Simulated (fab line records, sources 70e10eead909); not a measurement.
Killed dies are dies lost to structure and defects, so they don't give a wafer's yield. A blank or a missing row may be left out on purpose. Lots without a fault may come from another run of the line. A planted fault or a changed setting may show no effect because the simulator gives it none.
Which tool did it? | flow nand_harc | 12 lots, 36 wafers sampled, at 5 steps of a route of 1159

WHAT THE GAUGES READ, wafer by wafer
NHARC_A_BONDPAD_OVL_MEAS_35. Usual: overlay_x_nm -1 nm, standard deviation 6.3; overlay_y_nm 1 nm, standard deviation 7.
lot  | measured     | on         | overlay_x_nm (nm) | overlay_y_nm (nm) | flag
L616 | day 18 01:32 | overlay-01 | 8 9 9             | -3 -4 -3          |
L615 | day 18 02:49 | overlay-01 | 8 8 9             | 3 3 3             |
L619 | day 18 05:44 | overlay-02 | -2 -3 -2          | -2 -3 -2          |
L617 | day 18 11:11 | overlay-01 | 6 7 6             | 3 3 2             |
L618 | day 18 11:21 | overlay-02 | 8 9 8             | 6 6 6             |
L620 | day 19 00:47 | overlay-01 | -6 -7 -6          | 1 0 1             |
L624 | day 19 18:16 | overlay-02 | -6 -7 -6          | -6 -6 -6          |
L623 | day 20 00:30 | overlay-02 | -12 -11 -11       | 6 6 6             |
L625 | day 20 15:16 | overlay-01 | 8 8 8             | 3 4 4             |
L632 | day 21 22:39 | overlay-02 | -4 -4 -4          | -5 -5 -5          |
L638 | day 22 20:37 | overlay-02 | 5 5 5             | 11 11 11          |
L636 | day 23 18:38 | overlay-02 | -3 -3 -4          | 0 0 0             |

NHARC_HYBRID_BOND_INSPECT_06: inspects for defects (ir void). Usual: raw_defect_count 34, standard deviation 12.
lot  | measured     | on                | raw_defect_count | flag
L616 | day 18 14:51 | defect_inspect-02 | 25 32 30         |
L615 | day 18 23:32 | defect_inspect-02 | 32 25 24         |
L619 | day 18 23:32 | defect_inspect-01 | 29 47 32         |
L617 | day 18 23:33 | defect_inspect-02 | 19 23 28         |
L618 | day 18 23:34 | defect_inspect-01 | 19 19 13         |
L620 | day 19 13:15 | defect_inspect-01 | 16 15 13         |
L624 | day 20 09:22 | defect_inspect-01 | 42 42 46         |
L623 | day 20 18:18 | defect_inspect-01 | 34 25 35         |
L625 | day 21 03:46 | defect_inspect-02 | 33 30 35         |
L632 | day 22 09:26 | defect_inspect-01 | 66 50 56         |
L638 | day 23 09:34 | defect_inspect-02 | 33 38 35         |
L636 | day 24 07:10 | defect_inspect-02 | 55 55 52         |

NHARC_END_SORT_01. Usual: defect_limited_yield 95.2 %, standard deviation 1.6; killed_at_array 28, standard deviation 11; killed_at_other 0.8, standard deviation 1.3; killed_at_periphery 3.6, standard deviation 2.5; killed_dies 32, standard deviation 11; killed_open 3.0, standard deviation 1.8; killed_short 2.0, standard deviation 1.5; sort_bin_2_pct 1.5 %, standard deviation 0.66; sort_bin_3_pct 0.25 %, standard deviation 0.23; sort_bin_4_pct 3.0 %, standard deviation 1.1; sort_n_pass 645, standard deviation 11; sort_rim_yield_pct 96.0 %, standard deviation 2.9; sort_yield_pct 95.2 %, standard deviation 1.6.
lot  | measured     | on        | defect_limited_yield (%) | killed_at_array | killed_at_other | killed_at_periphery | killed_dies | killed_open | killed_short | sort_bin_2_pct (%) | sort_bin_3_pct (%) | sort_bin_4_pct (%) | sort_n_pass | sort_rim_yield_pct (%) | sort_yield_pct (%) | flag
L616 | day 20 06:28 | prober-02 | 96.0 95.6 96.3           | 26 26 24        | 0 0 0           | 1 4 1               | 27 30 25    | 1 1 1       | 1 3 1        | 1.5 1.0 1.2        | 0 0.15 0.30        | 2.5 3.2 2.2        | 650 647 652 | 98.1 94.3 98.1         | 96.0 95.6 96.3     |
L615 | day 20 13:37 | prober-01 | 95.6 96.5 96.6           | 30 21 23        | 0 0 0           | 0 3 0               | 30 24 23    | 2 2 3       | 1 2 0        | 1.2 1.2 1.2        | 0.15 0.44 0.15     | 3.1 1.9 2.1        | 647 653 654 | 99.1 100.0 99.1        | 95.6 96.5 96.6     |
L619 | day 20 22:04 | prober-02 | 96.2 92.0 95.3           | 23 49 31        | 0 0 0           | 3 5 1               | 26 54 32    | 2 6 3       | 2 2 2        | 1.3 3.1 1.5        | 0 0.15 0.44        | 2.5 4.7 2.8        | 651 623 645 | 95.3 92.5 95.3         | 96.2 92.0 95.3     |
L617 | day 20 21:23 | prober-01 | 98.4 95.9 95.9           | 9 23 25         | 0 0 0           | 2 5 3               | 11 28 28    | 2 4 3       | 1 3 3        | 0.7 1.3 1.3        | 0 0 0.15           | 0.9 2.8 2.7        | 666 649 649 | 98.1 97.2 92.5         | 98.4 95.9 95.9     |
L618 | day 21 06:43 | prober-02 | 97.2 97.0 97.8           | 15 15 11        | 0 0 0           | 4 5 4               | 19 20 15    | 2 4 2       | 2 1 1        | 1.5 0.7 0          | 0.15 0.30 0.15     | 1.2 1.9 2.1        | 658 657 662 | 97.2 99.1 98.1         | 97.2 97.0 97.8     |
L620 | day 21 12:53 | prober-02 | 96.9 96.8 97.9           | 13 18 11        | 0 1 1           | 8 3 2               | 21 22 14    | 4 3 0       | 5 7 2        | 0.9 1.2 0.6        | 0.15 0.15 0        | 2.1 1.9 1.5        | 656 655 663 | 99.1 96.2 98.1         | 96.9 96.8 97.9     |
L624 | day 21 22:17 | prober-02 | 92.8 93.8 93.2           | 35 36 37        | 5 0 0           | 9 6 9               | 49 42 46    | 8 5 4       | 0 1 2        | 3.2 2.2 2.7        | 0.44 0.44 0.15     | 3.5 3.5 4.0        | 628 635 631 | 88.7 98.1 92.5         | 92.8 93.8 93.2     |
L623 | day 21 22:28 | prober-01 | 96.2 96.5 95.4           | 22 18 26        | 1 0 0           | 3 6 5               | 26 24 31    | 1 2 3       | 0 3 2        | 1.3 1.0 1.3        | 0 0.44 0.44        | 2.5 2.1 2.8        | 651 653 646 | 98.1 98.1 97.2         | 96.2 96.5 95.4     |
L625 | day 22 05:19 | prober-02 | 95.0 96.0 95.4           | 33 24 27        | 0 0 0           | 1 3 4               | 34 27 31    | 3 3 2       | 2 2 2        | 1.3 1.0 1.3        | 0.59 0.15 0.15     | 3.1 2.8 3.1        | 643 650 646 | 99.1 100.0 97.2        | 95.0 96.0 95.4     |
L632 | day 23 03:58 | prober-02 | 92.9 94.7 91.6           | 42 30 52        | 3 1 1           | 3 5 4               | 48 36 57    | 1 3 8       | 1 0 2        | 2.1 2.7 2.5        | 0.44 0 0.44        | 4.6 2.7 5.5        | 629 641 620 | 88.7 90.6 91.5         | 92.9 94.7 91.6     |
L638 | day 24 04:13 | prober-02 | 96.3 94.5 95.6           | 22 33 28        | 0 0 0           | 3 4 2               | 25 37 30    | 4 4 2       | 3 4 4        | 1.6 1.9 1.3        | 0.30 0.15 0.44     | 1.8 3.4 2.7        | 652 640 647 | 92.5 97.2 91.5         | 96.3 94.5 95.6     |
L636 | day 25 01:52 | prober-02 | 92.0 92.3 91.7           | 50 47 50        | 2 3 0           | 2 2 6               | 54 52 56    | 2 4 5       | 2 4 5        | 2.4 2.7 2.1        | 0.30 0.30 0.89     | 5.3 4.7 5.3        | 623 625 621 | 91.5 97.2 97.2         | 92.0 92.3 91.7     |

WHICH TOOL RAN EACH LOT (tool, then ch and the chambers of the sampled wafers, then the start)
lot  | NHARC_A_BONDPAD_PVD_17                  | NHARC_HYBRID_BOND_ACTIVATE_00
L616 | pvd_sputter-02, day 18 04:17 or earlier | rie_diel-06 ch 0,2, day 18 04:17
L615 | pvd_sputter-01, day 18 05:44 or earlier | rie_diel-10 ch 1,2,3, day 18 05:44
L619 | pvd_sputter-02, day 18 12:34 or earlier | rie_diel-10 ch 0,3, day 18 12:34
L617 | pvd_sputter-02, day 18 13:58 or earlier | rie_diel-10 ch 0,1, day 18 13:58
L618 | pvd_sputter-01, day 18 14:19 or earlier | rie_diel-10 ch 0,2,3, day 18 14:19
L620 | pvd_sputter-02, day 19 03:31 or earlier | rie_diel-06 ch 0,2, day 19 03:31
L624 | pvd_sputter-03, day 19 21:44 or earlier | rie_diel-11 ch 0,1,3, day 19 21:44
L623 | pvd_sputter-01, day 20 03:19 or earlier | rie_diel-10 ch 0,1, day 20 03:19
L625 | pvd_sputter-03, day 20 18:02 or earlier | rie_diel-10 ch 2,3, day 20 18:02
L632 | pvd_sputter-03, day 22 01:38 or earlier | rie_diel-11 ch 2,3, day 22 01:38
L638 | pvd_sputter-03, day 22 23:25 or earlier | rie_diel-11 ch 0,1,2, day 22 23:25
L636 | pvd_sputter-03, day 23 21:25 or earlier | rie_diel-10 ch 0,1,3, day 23 21:25
- NHARC_A_BONDPAD_PVD_17: deposits TaN, target thk 5 nm, time 8.06 s.
- NHARC_HYBRID_BOND_ACTIVATE_00: chemistry N2, time 60 s.

WHAT THE TOOLS THEMSELVES READ (means of the sampled wafers that have a number; where no wafer has one, the mark that the record gives instead)
NHARC_A_BONDPAD_PVD_17. Usual: throttle_valve_pct 29.9 %, standard deviation 0.85.
lot  | tool           | throttle_valve_pct (%) | flag
L616 | pvd_sputter-02 | 30.6                   |
L615 | pvd_sputter-01 | 30.2                   |
L619 | pvd_sputter-02 | 29.6                   |
L617 | pvd_sputter-02 | 29.8                   |
L618 | pvd_sputter-01 | 30.4                   |
L620 | pvd_sputter-02 | 30.2                   |
L624 | pvd_sputter-03 | 29.6                   |
L623 | pvd_sputter-01 | 29.7                   |
L625 | pvd_sputter-03 | 29.6                   |
L632 | pvd_sputter-03 | 29.9                   |
L638 | pvd_sputter-03 | 29.9                   |
L636 | pvd_sputter-03 | 29.8                   |

NHARC_HYBRID_BOND_ACTIVATE_00. Usual: drypump_motor_current_A 5.9 A, standard deviation 0.6; n2_flow_sccm 200.0 sccm, standard deviation 0.57; oes_product_au 1.001 a.u., standard deviation 0.0075; rf_vpp_V 64.2 V, standard deviation 0.88; run_length_s 81.3 s, standard deviation 0.39; showerhead_plenum_p_Torr 1.80 Torr, standard deviation 0.073.
lot  | tool        | drypump_motor_current_A (A) | n2_flow_sccm (sccm) | oes_product_au (a.u.) | rf_vpp_V (V) | run_length_s (s) | showerhead_plenum_p_Torr (Torr) | flag
L616 | rie_diel-06 | 6.0                         | 199.8               | 0.999                 | 63.8         | 81.5             | 1.72                            |
L615 | rie_diel-10 | 5.9                         | 199.8               | 1.006                 | 64.3         | 81.3             | 1.79                            |
L619 | rie_diel-10 | 6.0                         | 199.6               | 0.999                 | 65.0         | 80.8             | 1.84                            |
L617 | rie_diel-10 | 6.4                         | 200.3               | 1.006                 | 64.6         | 81.1             | 1.76                            |
L618 | rie_diel-10 | 5.9                         | 200.1               | 1.001                 | 64.3         | 81.0             | 1.84                            |
L620 | rie_diel-06 | 6.0                         | 200.0               | 0.997                 | 63.0         | 81.5             | 1.72                            |
L624 | rie_diel-11 | 5.9                         | 199.8               | 1.002                 | 64.1         | 81.6             | 1.76                            |
L623 | rie_diel-10 | 6.5                         | 200.3               | 0.991                 | 63.7         | 78.1             | 1.81                            | OFF
L625 | rie_diel-10 | 5.4                         | 199.8               | 1.002                 | 64.3         | 78.3             | 1.81                            | OFF
L632 | rie_diel-11 | 5.6                         | 200.1               | 1.011                 | 65.0         | 81.6             | 1.80                            |
L638 | rie_diel-11 | 5.8                         | 199.9               | 1.010                 | 64.6         | 81.4             | 1.83                            |
L636 | rie_diel-10 | 5.9                         | 199.4               | 1.001                 | 64.0         | 81.0             | 1.78                            |

THE ANSWER, worked out from the rows above alone
Rule: a lot is off if the mean of its wafers that have a number lies more than 3 standard deviations from the usual mean. A lot without any number at a reading at which 4 lots or more have one is off too. The other lots that the step has rows for count as sound. The gauges are gone through in route order, then the tools' own readings, and for those a lot's mean is taken as printed above. The first step at which some lot is off is used, and at that step the reading that is off furthest; a lot without a number counts as furthest.
Off: L623, L625, at NHARC_HYBRID_BOND_ACTIVATE_00 (run_length_s).
A tool fits if, at that step or a process step before it, it ran every lot that is off, and no sound lot after the first of them. NHARC_A_BONDPAD_PVD_17 gives no start for some lots, so the hours and the order of its lots are those of NHARC_HYBRID_BOND_ACTIVATE_00. None of those tried fits.

WHAT THE SIMULATOR HAD PUT IN
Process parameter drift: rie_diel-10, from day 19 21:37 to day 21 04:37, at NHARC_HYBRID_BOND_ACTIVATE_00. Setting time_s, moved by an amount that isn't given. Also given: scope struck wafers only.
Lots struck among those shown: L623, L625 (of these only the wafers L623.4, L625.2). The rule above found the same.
